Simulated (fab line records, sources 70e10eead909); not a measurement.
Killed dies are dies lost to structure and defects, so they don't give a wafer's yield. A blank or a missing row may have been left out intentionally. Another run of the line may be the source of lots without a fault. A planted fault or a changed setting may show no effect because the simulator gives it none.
Which tool was responsible? | flow nand-harc | Sampling: 14 lots, 42 wafers, 6 of 1302 route steps

WHAT EACH GAUGE READ, for each wafer
NHARC_P_M0_THK_MEAS_24: measures by xrf. Usual: 117.4 nm for thk-nm, sd 1.7.
lot  | measured     | on            | thk-nm (nm)       | flag
L342 | day 6 04:51  | film-metro-01 | 116.6 113.7 116.4 |
L343 | day 6 12:08  | film-metro-01 | 119.5 119.9 120.0 |
L344 | day 7 03:52  | film-metro-02 | 118.4 115.9 117.1 |
L347 | day 8 07:59  | film-metro-01 | 115.3 115.1 115.3 |
L350 | day 9 09:20  | film-metro-01 | 116.3 117.3 117.1 |
L351 | day 10 00:22 | film-metro-02 | 117.8 118.2 115.0 |
L352 | day 10 04:40 | film-metro-01 | 119.0 118.4 118.0 |
L353 | day 10 16:40 | film-metro-01 | 119.6 117.7 119.5 |
L356 | day 12 03:32 | film-metro-02 | 118.0 119.5 121.5 |
L355 | day 12 04:02 | film-metro-01 | 118.5 117.2 119.0 |
L357 | day 12 11:27 | film-metro-01 | 118.7 115.9 120.2 |
L358 | day 12 22:42 | film-metro-01 | 30.3 29.4 28.1    | OFF
L359 | day 13 13:49 | film-metro-01 | 30.2 29.5 29.0    | OFF
L365 | day 15 20:44 | film-metro-02 | 116.2 117.5 118.3 |

NHARC_P_M0_INSPECT_27. Usual: 300 for raw-defect-count, sd 110.
lot  | measured     | on                | raw-defect-count | flag
L342 | day 6 05:02  | defect-inspect-02 | 257 431 397      |
L343 | day 6 12:18  | defect-inspect-02 | 178 236 117      |
L344 | day 7 04:02  | defect-inspect-01 | 367 230 347      |
L347 | day 8 08:08  | defect-inspect-01 | 276 261 211      |
L350 | day 9 09:29  | defect-inspect-02 | 210 193 219      |
L351 | day 10 00:32 | defect-inspect-02 | 191 220 270      |
L352 | day 10 04:50 | defect-inspect-02 | 353 254 481      |
L353 | day 10 16:50 | defect-inspect-02 | 391 310 161      |
L356 | day 12 03:41 | defect-inspect-02 | 219 386 203      |
L355 | day 12 04:11 | defect-inspect-01 | 197 265 327      |
L357 | day 12 11:36 | defect-inspect-02 | 210 365 314      |
L358 | day 12 22:51 | defect-inspect-02 | 189 259 172      |
L359 | day 13 13:59 | defect-inspect-02 | 309 394 368      |
L365 | day 15 20:53 | defect-inspect-02 | 268 264 335      |

EACH LOT AND THE TOOL THAT RAN IT (in order: tool; ch and the chambers of the sampled wafers; start)
lot  | NHARC_P_M0_ETCH_34                 | NHARC_P_M0_PVD_20                       | NHARC_P_M0_ECD_22              | NHARC_P_M0_CMP_23
L342 | rie-diel-13 ch 0,1,2, day 5 23:50  | pvd-sputter-02, day 6 03:52 or earlier  | ecd-cu-01 ch 0,1, day 6 03:52  | cmp-02 ch 0,3, day 6 04:34
L343 | rie-diel-03 ch 0,1,2, day 6 09:55  | pvd-sputter-03, day 6 11:10 or earlier  | ecd-cu-01 ch 0,1, day 6 11:10  | cmp-03 ch 1,2, day 6 11:50
L344 | rie-diel-13 ch 2,3, day 7 01:39    | pvd-sputter-02, day 7 02:50 or earlier  | ecd-cu-02 ch 0,1, day 7 02:50  | cmp-04 ch 0,2,3, day 7 03:37
L347 | rie-diel-03 ch 0,2, day 8 05:41    | pvd-sputter-02, day 8 06:57 or earlier  | ecd-cu-02 ch 0,1, day 8 06:57  | cmp-02 ch 0,1, day 8 07:40
L350 | rie-diel-12 ch 1,3, day 9 07:07    | pvd-sputter-02, day 9 08:18 or earlier  | ecd-cu-01 ch 0,1, day 9 08:18  | cmp-02 ch 2,3, day 9 09:01
L351 | rie-diel-12 ch 0,1,3, day 9 22:08  | pvd-sputter-02, day 9 23:20 or earlier  | ecd-cu-01 ch 0,1, day 9 23:20  | cmp-03 ch 0,1,2, day 10 00:05
L352 | rie-diel-12 ch 1,2,3, day 10 02:26 | pvd-sputter-01, day 10 03:44 or earlier | ecd-cu-01 ch 0,1, day 10 03:44 | cmp-04 ch 1,2, day 10 04:22
L353 | rie-diel-03 ch 0,1, day 10 14:24   | pvd-sputter-02, day 10 15:41 or earlier | ecd-cu-01 ch 0,1, day 10 15:41 | cmp-03 ch 0,1, day 10 16:22
L356 | rie-diel-12 ch 0,1, day 12 01:16   | pvd-sputter-03, day 12 02:29 or earlier | ecd-cu-02 ch 0,1, day 12 02:29 | cmp-03 ch 1,2,3, day 12 03:17
L355 | rie-diel-13 ch 0,1,3, day 12 01:47 | pvd-sputter-02, day 12 02:59 or earlier | ecd-cu-01 ch 0,1, day 12 02:59 | cmp-02 ch 0,1,2, day 12 03:45
L357 | rie-diel-13 ch 0,1,3, day 12 09:11 | pvd-sputter-03, day 12 10:31 or earlier | ecd-cu-01 ch 0,1, day 12 10:31 | cmp-03 ch 2,3, day 12 11:08
L358 | rie-diel-13 ch 1,2,3, day 12 20:26 | pvd-sputter-03, day 12 21:40 or earlier | ecd-cu-02 ch 0,1, day 12 21:40 | cmp-04 ch 0,1,3, day 12 22:25
L359 | rie-diel-03 ch 1,3, day 13 11:36   | pvd-sputter-02, day 13 12:50 or earlier | ecd-cu-01 ch 1, day 13 12:50   | cmp-02 ch 1,2,3, day 13 13:31
L365 | rie-diel-03 ch 0,2,3, day 15 18:31 | pvd-sputter-02, day 15 19:48 or earlier | ecd-cu-01 ch 0,1, day 15 19:48 | cmp-04 ch 2,3, day 15 20:25
- NHARC_P_M0_ETCH_34: etches the open film in N2/H2, target depth 40 nm, overetch 12 nm, time 43.94 s.
- NHARC_P_M0_PVD_20: deposits TaN, target thk 5 nm, time 8.06 s.
- NHARC_P_M0_ECD_22: material Cu, target thk 400 nm.
- NHARC_P_M0_CMP_23: polishes, t overpolish 20 s, target thk 117.54 nm.

WHAT THE TOOLS THEMSELVES READ (means of the sampled wafers that have a number; where no wafer has one, the mark that the record gives instead)
NHARC_P_M0_ETCH_34. Usual: drypump-motor-current-A 5.8 A, standard deviation 0.44; oes-product-au 1.000 a.u., standard deviation 0.01; rf-vpp-V 430.0 V, standard deviation 2.3; showerhead-plenum-p-Torr 2.02 Torr, standard deviation 0.082; throttle-valve-pct 14.172 %, standard deviation 0.0088.
lot  | tool        | drypump-motor-current-A (A) | oes-product-au (a.u.) | rf-vpp-V (V) | showerhead-plenum-p-Torr (Torr) | throttle-valve-pct (%) | flag
L342 | rie-diel-13 | 5.5                         | 0.986                 | 431.6        | 2.12                            | 14.173                 |
L343 | rie-diel-03 | 5.9                         | 1.009                 | 430.3        | 2.01                            | 14.176                 |
L344 | rie-diel-13 | 5.9                         | 0.996                 | 432.2        | 2.05                            | 14.176                 |
L347 | rie-diel-03 | 6.3                         | 0.999                 | 428.9        | 1.97                            | 14.166                 |
L350 | rie-diel-12 | 5.7                         | 0.996                 | 431.0        | 2.05                            | 14.169                 |
L351 | rie-diel-12 | 5.6                         | 0.998                 | 428.9        | 2.00                            | 14.176                 |
L352 | rie-diel-12 | 5.9                         | 0.997                 | 430.0        | 2.00                            | 14.170                 |
L353 | rie-diel-03 | 6.0                         | 0.996                 | 427.9        | 1.96                            | 14.171                 |
L356 | rie-diel-12 | 5.4                         | 1.014                 | 427.4        | 1.94                            | 14.178                 |
L355 | rie-diel-13 | 5.7                         | 1.000                 | 432.2        | 2.13                            | 14.178                 |
L357 | rie-diel-13 | 5.7                         | 1.000                 | 432.8        | 2.13                            | 14.177                 |
L358 | rie-diel-13 | 5.8                         | 0.992                 | 431.8        | 2.10                            | 14.174                 |
L359 | rie-diel-03 | 5.7                         | 1.002                 | 431.1        | 2.05                            | 14.168                 |
L365 | rie-diel-03 | 6.2                         | 0.992                 | 429.0        | 1.99                            | 14.169                 |

NHARC_P_M0_PVD_20. Usual: 29.6 % for throttle-valve-pct, sd 0.52.
lot  | tool           | throttle-valve-pct (%) | flag
L342 | pvd-sputter-02 | 29.7                   |
L343 | pvd-sputter-03 | 29.5                   |
L344 | pvd-sputter-02 | 29.5                   |
L347 | pvd-sputter-02 | 29.4                   |
L350 | pvd-sputter-02 | 29.8                   |
L351 | pvd-sputter-02 | 29.7                   |
L352 | pvd-sputter-01 | 30.0                   |
L353 | pvd-sputter-02 | 29.5                   |
L356 | pvd-sputter-03 | 29.7                   |
L355 | pvd-sputter-02 | 29.4                   |
L357 | pvd-sputter-03 | 29.6                   |
L358 | pvd-sputter-03 | 29.7                   |
L359 | pvd-sputter-02 | 29.6                   |
L365 | pvd-sputter-02 | 29.6                   |

NHARC_P_M0_ECD_22. Usual: bath-heat-duty-pct 6.5 %, standard deviation 0.73; bath-temp-c 24.99 C, standard deviation 0.099.
lot  | tool      | bath-heat-duty-pct (%) | bath-temp-c (C) | flag
L342 | ecd-cu-01 | 6.2                    | 25.05           |
L343 | ecd-cu-01 | 5.8                    | 24.89           |
L344 | ecd-cu-02 | 7.0                    | 25.01           |
L347 | ecd-cu-02 | 6.8                    | 25.06           |
L350 | ecd-cu-01 | 6.0                    | 25.08           |
L351 | ecd-cu-01 | 6.0                    | 25.05           |
L352 | ecd-cu-01 | 6.1                    | 25.03           |
L353 | ecd-cu-01 | 6.2                    | 24.94           |
L356 | ecd-cu-02 | 6.9                    | 24.98           |
L355 | ecd-cu-01 | 6.4                    | 24.92           |
L357 | ecd-cu-01 | 6.4                    | 25.01           |
L358 | ecd-cu-02 | -                      | -               | OFF
L359 | ecd-cu-01 | -                      | -               | OFF
L365 | ecd-cu-01 | 5.8                    | 25.01           |

NHARC_P_M0_CMP_23. Usual: motor-current-A 12.3 A, standard deviation 1; time-to-endpoint-s 28.5 s, standard deviation 2.4.
lot  | tool   | motor-current-A (A) | time-to-endpoint-s (s) | flag
L342 | cmp-02 | 12.6                | 29.5                   |
L343 | cmp-03 | 12.6                | 31.3                   |
L344 | cmp-04 | 11.3                | 29.7                   |
L347 | cmp-02 | 12.4                | 28.9                   |
L350 | cmp-02 | 12.1                | 25.5                   |
L351 | cmp-03 | 12.9                | 29.1                   |
L352 | cmp-04 | 12.2                | 31.3                   |
L353 | cmp-03 | 13.7                | 30.0                   |
L356 | cmp-03 | 12.4                | 30.6                   |
L355 | cmp-02 | 11.9                | 28.0                   |
L357 | cmp-03 | 11.4                | 27.9                   |
L358 | cmp-04 | 11.1                | 1.4                    | OFF
L359 | cmp-02 | 12.2                | 2.2                    | OFF
L365 | cmp-04 | 12.3                | 32.1                   |

THE ANSWER, worked out from the rows above alone
Rule: lot off if the mean of its wafers having a number is beyond 3 standard deviations from the usual mean. Also off: a lot with no number at a reading for which 4 or more lots have one. The other lots that the step has rows for count as sound. First the gauges in route order, then the tools' own readings, where a lot's mean is used as printed above. At the first step where some lot is off, the reading lying furthest off is the one used; lots without a number count as furthest.
Off: L358, L359, at NHARC_P_M0_THK_MEAS_24 (thk-nm).
If a tool, at a process step before that reading, ran all the lots that are off and no sound lot after the first of them, it fits. The gauges at NHARC_P_M0_THK_MEAS_24 aren't tried: what is off there is off at NHARC_P_M0_ECD_22 too, on other tools, and a gauge's error can't cause that. With no start given for some of its lots, NHARC_P_M0_PVD_20 uses the hours and lot order of NHARC_P_M0_ECD_22. Of those tried, none fits.

WHAT THE SIMULATOR HAD PUT IN
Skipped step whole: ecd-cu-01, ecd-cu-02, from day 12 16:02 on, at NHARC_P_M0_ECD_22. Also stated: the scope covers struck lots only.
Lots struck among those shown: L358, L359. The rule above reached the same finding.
